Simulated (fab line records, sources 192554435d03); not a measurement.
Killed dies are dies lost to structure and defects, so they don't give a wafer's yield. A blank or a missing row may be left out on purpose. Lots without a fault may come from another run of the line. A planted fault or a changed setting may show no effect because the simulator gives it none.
Split-lot experiment | flow n5_finfet | 7 lots, 21 wafers read, on a route of 1938 steps

THE SPLIT
At N5_DUMMY_GATE_EXPOSE_12 (exposes mask GATE, target cd 25 nm), the setting dose_mj was moved away from the recipe's 34 on 3 of the 21 wafers read, by -6.6% to -2.6%. The other wafers ran this setting at the recipe's value.

FROM THE SPLIT TO THE READING: what the file shows between them, 2 steps
- N5_DUMMY_GATE_PEB_13: peb time 60 s
- N5_DUMMY_GATE_DEVELOP_14: develop time 30 s

THE READING
cd_nm, in nm, at N5_DUMMY_GATE_CD_MEAS_15 (target cd 25.8 nm). Fault-free wafers of this fab line usually give 24.99 nm, standard deviation 0.2 nm.

wafer  | tool, chamber at the split | dose_mj as run | against the recipe | cd_nm, nm | against lot-mates on the recipe
L074.1 | euv_scanner-02, 0          | 34             | recipe             | 24.98     | -
L074.3 | euv_scanner-02, 0          | 34             | recipe             | 25.20     | -
L074.5 | euv_scanner-02, 0          | 34             | recipe             | 24.93     | -
L075.2 | euv_scanner-01, 0          | 34             | recipe             | 24.90     | -
L075.3 | euv_scanner-01, 0          | 34             | recipe             | 24.85     | -
L075.5 | euv_scanner-01, 0          | 31.74          | -6.6%              | 25.94     | +1.07
L079.2 | euv_scanner-01, 0          | 34             | recipe             | 24.84     | -
L079.3 | euv_scanner-01, 0          | 34             | recipe             | 24.88     | -
L079.4 | euv_scanner-01, 0          | 34             | recipe             | 24.74     | -
L080.1 | euv_scanner-02, 0          | 34             | recipe             | 24.87     | -
L080.2 | euv_scanner-02, 0          | 34             | recipe             | 24.57     | -
L080.6 | euv_scanner-02, 0          | 32.95          | -3.1%              | 25.35     | +0.63
L083.1 | euv_scanner-02, 0          | 34             | recipe             | 24.96     | -
L083.3 | euv_scanner-02, 0          | 34             | recipe             | 24.89     | -
L083.6 | euv_scanner-02, 0          | 34             | recipe             | 24.50     | -
L084.1 | euv_scanner-02, 0          | 34             | recipe             | 25.19     | -
L084.2 | euv_scanner-02, 0          | 34             | recipe             | 25.17     | -
L084.3 | euv_scanner-02, 0          | 34             | recipe             | 25.06     | -
L096.1 | euv_scanner-02, 0          | 34             | recipe             | 25.02     | -
L096.3 | euv_scanner-02, 0          | 33.11          | -2.6%              | 25.47     | +0.46
L096.4 | euv_scanner-02, 0          | 34             | recipe             | 24.99     | -

THE FIT
A straight line over all 21 wafers: cd_nm changes by -0.157 nm for each +1% of dose_mj; r = -0.82; the points scatter about the line by 0.18 nm.
The same after taking each lot's own level away (the mean of its wafers on the recipe; 21 wafers): -0.168 nm for each +1%; r = -0.93; scatter 0.11 nm.
On that fit, the largest move of dose_mj shifts the reading by 1.1 nm.
The lots' own levels span 24.720 to 25.140 nm, that is 2.1 times the standard deviation above.
So the lot-to-lot level changes the slope little: the two slopes agree.
Check: with one of the wafers moved furthest among these (-6.6%) left out of the fit, the line predicts +1.28 nm for it against its lot-mates. It came out at +1.07 nm against them.

OTHER SPLITS ON THESE WAFERS
These wafers also went through other splits before the reading. Each is held against what the fit with the lots' levels taken away leaves over:
other split on the same wafers    | wafers away from the commonest value | r with cd_nm (lot level and that fit taken away)
N5_ZERO_LAYER_EXPOSE_08 dose_mj   | 8                                    | -0.07
N5_WELL_APT_COAT_02 spin_rpm      | 6                                    | +0.14
N5_FIN_SAQP_PECVD_06 time_s       | 5                                    | +0.09
N5_FIN_SAQP_MANDREL_ETCH_22 icp_w | 4                                    | -0.05
N5_FIN_SAQP_SPACER1_ALD_24 temp_c | 11                                   | +0.11
N5_DUMMY_GATE_COAT_34 spin_rpm    | 7                                    | +0.21

THE WHOLE CHAIN: every reading that the file lists as answering this split, in the file's order
step                     | what it does                                                   | reading                                                           | change (the file's fit)               | r (the file's)
N5_DUMMY_GATE_CD_MEAS_15 | target cd 25.8 nm                                              | cd_nm                                                             | -0.168 nm for each +1% of the setting | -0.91
N5_DUMMY_GATE_TRIM_49    | chemistry O2, time 29 s, target cd 14 nm                       | DUMMY_GATE.cd_nm (the simulator's own value, which no gauge read) | -0.174 nm for each +1% of the setting | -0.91
N5_DUMMY_GATE_ETCH_44    | etches poly-Si in HBr/O2, stops on SiO2, target depth 127.5 nm | DUMMY_GATE.cd_nm (the simulator's own value, which no gauge read) | -0.194 nm for each +1% of the setting | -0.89

THE FILE'S OWN FIT
cd_nm changes by -0.168 nm for each +1% of dose_mj, r = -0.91.
